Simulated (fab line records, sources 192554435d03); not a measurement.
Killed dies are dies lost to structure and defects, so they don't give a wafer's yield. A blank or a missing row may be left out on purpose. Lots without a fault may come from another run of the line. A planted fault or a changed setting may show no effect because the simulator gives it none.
Chamber matching | flow n5_finfet | N5_BEOL_M3_ETCH_70 on rie_diel-02: 4 sister chambers
The step etches SOC in N2/H2, target depth 80 nm, overetch 16 nm, time 120 s. 22 wafers are shown with their chamber, then 11 later ones without.

WAFERS WITH THEIR CHAMBER
wafer  | chamber | showerhead_plenum_p_Torr (Torr) | drypump_motor_current_A (A) | throttle_valve_pct (%)
L075.1 | 3       | 2.72                            | 5.4                         | 17.7
L075.3 | 2       | 2.50                            | 5.7                         | 18.2
L075.5 | 0       | 2.52                            | 6.0                         | 18.0
L078.1 | 0       | 2.52                            | 6.1                         | 18.0
L078.2 | 3       | 2.72                            | 5.4                         | 17.7
L078.6 | 1       | 2.66                            | 5.9                         | 18.3
L077.2 | 3       | 2.72                            | 5.4                         | 17.7
L077.3 | 1       | 2.66                            | 5.8                         | 18.2
L077.4 | 2       | 2.50                            | 5.7                         | 18.2
L083.1 | 0       | 2.52                            | 6.0                         | 18.0
L083.2 | 3       | 2.72                            | 5.4                         | 17.8
L083.3 | 1       | 2.65                            | 5.8                         | 18.3
L084.1 | 1       | 2.65                            | 5.9                         | 18.3
L084.3 | 0       | 2.52                            | 6.0                         | 18.0
L084.6 | 0       | 2.52                            | 6.0                         | 18.0
L085.1 | 1       | 2.65                            | 5.9                         | 18.3
L085.2 | 2       | 2.50                            | 5.7                         | 17.8
L085.6 | 2       | 2.50                            | 5.7                         | 17.8
L086.4 | 3       | 2.71                            | 5.4                         | 17.8
L086.5 | 0       | 2.52                            | 6.1                         | 18.0
L086.6 | 3       | 2.71                            | 5.4                         | 17.8
L092.1 | 3       | 2.71                            | 5.4                         | 17.8

SIGNATURES (means of the wafers above)
reading                  | chamber 0 | chamber 1 | chamber 2 | chamber 3 | scatter within a chamber
showerhead_plenum_p_Torr | 2.5200    | 2.6540    | 2.5000    | 2.7157    | 0.00402
drypump_motor_current_A  | 6.033     | 5.860     | 5.700     | 5.400     | 0.0375
throttle_valve_pct       | 18.000    | 18.280    | 18.000    | 17.757    | 0.101
Rule: a wafer's distance from a chamber is the root of the sum, over the readings, of the square of ((its reading less the chamber's mean) divided by the reading's scatter). The wafer belongs to the nearest chamber; if the next one is less than 2 further off, it can't be placed. The scatter: the root of (the sum of the squares of (reading less its chamber's mean) over the shown wafers, divided by (wafers less chambers)).

WAFERS WITHOUT THEIR CHAMBER
wafer  | showerhead_plenum_p_Torr (Torr) | drypump_motor_current_A (A) | throttle_valve_pct (%)
L092.4 | 2.51                            | 6.0                         | 18.1
L092.5 | 2.71                            | 5.4                         | 17.8
L090.1 | 2.50                            | 5.7                         | 17.8
L090.4 | 2.71                            | 5.4                         | 17.8
L090.6 | 2.65                            | 5.9                         | 18.3
L096.4 | 2.64                            | 5.8                         | 18.3
L096.5 | 2.64                            | 5.8                         | 18.3
L096.6 | 2.50                            | 5.7                         | 17.8
L095.1 | 2.64                            | 5.9                         | 18.3
L095.3 | 2.70                            | 5.4                         | 17.8
L095.4 | 2.49                            | 5.6                         | 17.8

WHICH CHAMBER EACH WENT THROUGH
wafer  | from the rows above | in truth
L092.4 | 0                   | 0
L092.5 | 3                   | 3
L090.1 | 2                   | 2
L090.4 | 3                   | 3
L090.6 | 1                   | 1
L096.4 | 1                   | 1
L096.5 | 1                   | 1
L096.6 | 2                   | 2
L095.1 | 1                   | 1
L095.3 | 3                   | 3
L095.4 | 2                   | 2
Placed correctly: 11 of 11. Can't be placed from these rows: 0. Placed wrongly: 0.
